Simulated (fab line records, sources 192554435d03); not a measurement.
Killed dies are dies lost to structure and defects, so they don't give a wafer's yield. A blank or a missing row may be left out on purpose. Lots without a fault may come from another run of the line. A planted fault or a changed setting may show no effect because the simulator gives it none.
Split-lot experiment | flow n5_finfet | 7 lots, 39 wafers read, on a route of 1938 steps

THE SPLIT
At N5_FIN_SAQP_SPACER1_ALD_24 (deposits SiO2, target thk 20.3 nm, pulse time 1 s, purge time 2 s), the setting ald_cycles was moved away from the recipe's 218 on 15 of the 39 wafers read, by -15.6% to +5.0%. The other wafers ran this setting at the recipe's value.

FROM THE SPLIT TO THE READING: what the file shows between them, 2 steps
- N5_FIN_SAQP_SPACER1_ETCHBACK_25: etches SiO2 in CHF3/O2, target depth 24.4 nm, time 12.2 s
- N5_FIN_SAQP_MANDREL1_REMOVE_56: chemistry HBr/Cl2/O2, target a-Si, stops on SiNx, bt time 10 s

THE READING
cd_nm, in nm, at N5_FIN_SAQP_CD_MEAS_27 (target cd 20 nm). Fault-free wafers of this fab line usually give 20.33 nm, standard deviation 0.23 nm.

wafer  | tool, chamber at the split | ald_cycles as run | against the recipe | cd_nm, nm | against lot-mates on the recipe
L080.1 | ald_sin-04, 1              | 188               | -13.8%             | 17.66     | -2.70
L080.2 | ald_sin-04, 0              | 218               | recipe             | 20.51     | -
L080.3 | ald_sin-04, 2,3            | 188               | -13.8%             | 17.53     | -2.83
L080.4 | ald_sin-04, 2,3            | 188               | -13.8%             | 17.54     | -2.82
L080.5 | ald_sin-04, 3,2            | 218               | recipe             | 20.30     | -
L080.6 | ald_sin-04, 3,2            | 218               | recipe             | 20.27     | -
L083.1 | ald_sin-04, 3,1            | 218               | recipe             | 20.38     | -
L083.2 | ald_sin-04, 0              | 197               | -9.6%              | 18.54     | -1.56
L083.3 | ald_sin-04, 2,1            | 197               | -9.6%              | 18.31     | -1.79
L083.4 | ald_sin-04, 3,1            | 218               | recipe             | 20.20     | -
L083.5 | ald_sin-04, 2,1            | 197               | -9.6%              | 18.35     | -1.75
L083.6 | ald_sin-04, 2              | 218               | recipe             | 19.72     | -
L084.1 | ald_sin-03, 3              | 218               | recipe             | 20.21     | -
L084.2 | ald_sin-03, 0,2,1,0        | 218               | recipe             | 20.36     | -
L084.3 | ald_sin-03, 0,2,1,0        | 218               | recipe             | 20.40     | -
L084.4 | ald_sin-03, 0,2,1,0        | 218               | recipe             | 20.25     | -
L084.5 | ald_sin-03, 0,2,1,0        | 218               | recipe             | 20.21     | -
L084.6 | ald_sin-03, 3              | 218               | recipe             | 20.74     | -
L087.1 | ald_sin-02, 3              | 218               | recipe             | 19.79     | -
L087.2 | ald_sin-02, 2,1            | 218               | recipe             | 20.52     | -
L087.3 | ald_sin-02, 0,0,3          | 229               | +5.0%              | 21.83     | +1.54
L087.4 | ald_sin-02, 2,1            | 218               | recipe             | 20.57     | -
L087.5 | ald_sin-02, 0,0,3          | 229               | +5.0%              | 21.47     | +1.18
L087.6 | ald_sin-02, 0,0,3          | 229               | +5.0%              | 21.44     | +1.15
L089.1 | ald_sin-04, 0,3            | 192               | -11.9%             | 18.06     | -2.51
L089.2 | ald_sin-04, 1,2,2          | 218               | recipe             | 20.59     | -
L089.3 | ald_sin-04, 1,2,2          | 218               | recipe             | 20.69     | -
L089.4 | ald_sin-04, 0,3            | 192               | -11.9%             | 18.25     | -2.32
L089.5 | ald_sin-04, 1              | 192               | -11.9%             | 17.66     | -2.91
L089.6 | ald_sin-04, 1,2,2          | 218               | recipe             | 20.43     | -
L090.2 | ald_sin-03, 0              | 218               | recipe             | 20.17     | -
L090.4 | ald_sin-03, 3,1            | 218               | recipe             | 20.57     | -
L090.5 | ald_sin-03, 3,1            | 218               | recipe             | 20.54     | -
L095.1 | ald_sin-03, 2              | 184               | -15.6%             | 17.25     | -2.88
L095.2 | ald_sin-03, 1,3            | 218               | recipe             | 20.12     | -
L095.3 | ald_sin-03, 0,2            | 184               | -15.6%             | 17.20     | -2.93
L095.4 | ald_sin-03, 1,3            | 218               | recipe             | 20.42     | -
L095.5 | ald_sin-03, 0,2            | 184               | -15.6%             | 17.29     | -2.84
L095.6 | ald_sin-03, 3              | 218               | recipe             | 19.85     | -
Where a row lists several chambers, the file gives one row for several wafers and doesn't say which wafer went through which chamber.

THE FIT
A straight line over all 39 wafers: cd_nm changes by +0.202 nm for each +1% of ald_cycles; r = +0.98; the points scatter about the line by 0.24 nm.
The same after taking each lot's own level away (the mean of its wafers on the recipe; 39 wafers): +0.2 nm for each +1%; r = +0.98; scatter 0.24 nm.
On that fit, the largest move of ald_cycles shifts the reading by 3.1 nm.
The lots' own levels span 20.100 to 20.570 nm, that is 2.0 times the standard deviation above.
So the lot-to-lot level changes the slope little: the two slopes agree.
Check: with one of the wafers moved furthest among these (-15.6%) left out of the fit, the line predicts -3.11 nm for it against its lot-mates. It came out at -2.88 nm against them.

THE WHOLE CHAIN: every reading that the file lists as answering this split, in the file's order
step                           | what it does                                                      | reading                                                                                 | change (the file's fit)               | r (the file's)
N5_FIN_SAQP_SPACER1_ALD_24     | deposits SiO2, target thk 20.3 nm, pulse time 1 s, purge time 2 s | SiO2_of_FIN_SAQP_SPACER1_ALD_24.thk_nm (the simulator's own value, which no gauge read) | +0.2 nm for each +1% of the setting   | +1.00
N5_FIN_SAQP_MANDREL1_REMOVE_56 | chemistry HBr/Cl2/O2, target a-Si, stops on SiNx, bt time 10 s    | FIN_SAQP.cd_nm (the simulator's own value, which no gauge read)                         | +0.2 nm for each +1% of the setting   | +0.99
N5_FIN_SAQP_CD_MEAS_27         | target cd 20 nm                                                   | cd_nm                                                                                   | +0.197 nm for each +1% of the setting | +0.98

THE FILE'S OWN FIT
cd_nm changes by +0.197 nm for each +1% of ald_cycles, r = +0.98.
